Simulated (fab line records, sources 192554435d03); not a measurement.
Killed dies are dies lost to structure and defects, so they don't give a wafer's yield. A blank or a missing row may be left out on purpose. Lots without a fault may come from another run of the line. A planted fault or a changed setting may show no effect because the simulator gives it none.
Which tool did it? | flow n5_finfet | 7 lots, 21 wafers sampled, at 3 steps of a route of 1938

WHAT THE GAUGES READ, wafer by wafer
N5_SD_EPI_N_EPI_MEAS_23.
lot  | measured    | on            | thk_nm (nm)
L388 | day 3 08:34 | film_metro-02 | 57.8 59.2 56.5
L390 | day 3 22:47 | film_metro-01 | 59.3 57.2 57.7
L392 | day 4 10:40 | film_metro-02 | 59.2 58.1 59.3
L394 | day 5 00:13 | film_metro-02 | 52.5 52.1 55.2
L404 | day 7 09:17 | film_metro-01 | 59.0 60.9 58.2
L407 | day 8 04:23 | film_metro-01 | 58.4 57.8 60.0
L410 | day 9 02:40 | film_metro-02 | 58.5 57.7 62.7

WHICH TOOL RAN EACH LOT (tool, then ch and the chambers of the sampled wafers, then the start)
lot  | N5_SD_EPI_N_ETCH_35               | N5_SD_EPI_N_PRECLEAN_48
L388 | rie_diel-03 ch 0,1,2, day 3 05:14 | epi_rpcvd-01 ch 0, day 3 06:17
L390 | rie_diel-04 ch 0,3, day 3 18:52   | epi_rpcvd-03 ch 0, day 3 19:59
L392 | rie_diel-05 ch 1,2,3, day 4 06:35 | epi_rpcvd-01 ch 0, day 4 07:40
L394 | rie_diel-04 ch 0,1,2, day 4 20:10 | epi_rpcvd-01 ch 0, day 4 21:22
L404 | rie_diel-03 ch 1,2,3, day 7 05:59 | epi_rpcvd-02 ch 0, day 7 07:02
L407 | rie_diel-05 ch 2,3, day 8 01:04   | epi_rpcvd-02 ch 0, day 8 02:08
L410 | rie_diel-04 ch 1,2,3, day 8 23:22 | epi_rpcvd-01 ch 0, day 9 00:24
- N5_SD_EPI_N_ETCH_35: etches SOC in N2/H2, overetch 108 nm, time 486 s.
- N5_SD_EPI_N_PRECLEAN_48: cleans in NF3:NH3, afs cycles 2, time 20 s, sublimation time 60 s.

THE ANSWER, worked out from the rows above alone
Rule: what is usual is taken from the lots themselves. Put in order of their means at a reading, lots are off if they are a third of the lots or fewer, leave a main group of 4 or more, and stand apart from it by a gap of 3 or more times the standard deviation of the main group's means; of several such gaps the widest counts. A main group whose means are all the same, to the digits that the tables above print for the reading, isn't used. A lot without any number at a reading at which 4 lots or more have one is off too. The other lots that the step has rows for count as sound.
Off: L394, at N5_SD_EPI_N_EPI_MEAS_23 (thk_nm). The main group: mean 58.8 nm, standard deviation 0.64.
A tool fits if, at a process step before that reading, it ran every lot that is off, and no sound lot after the first of them. The gauges at N5_SD_EPI_N_EPI_MEAS_23 are tried like those tools. None of those tried fits.

WHAT THE SIMULATOR HAD PUT IN
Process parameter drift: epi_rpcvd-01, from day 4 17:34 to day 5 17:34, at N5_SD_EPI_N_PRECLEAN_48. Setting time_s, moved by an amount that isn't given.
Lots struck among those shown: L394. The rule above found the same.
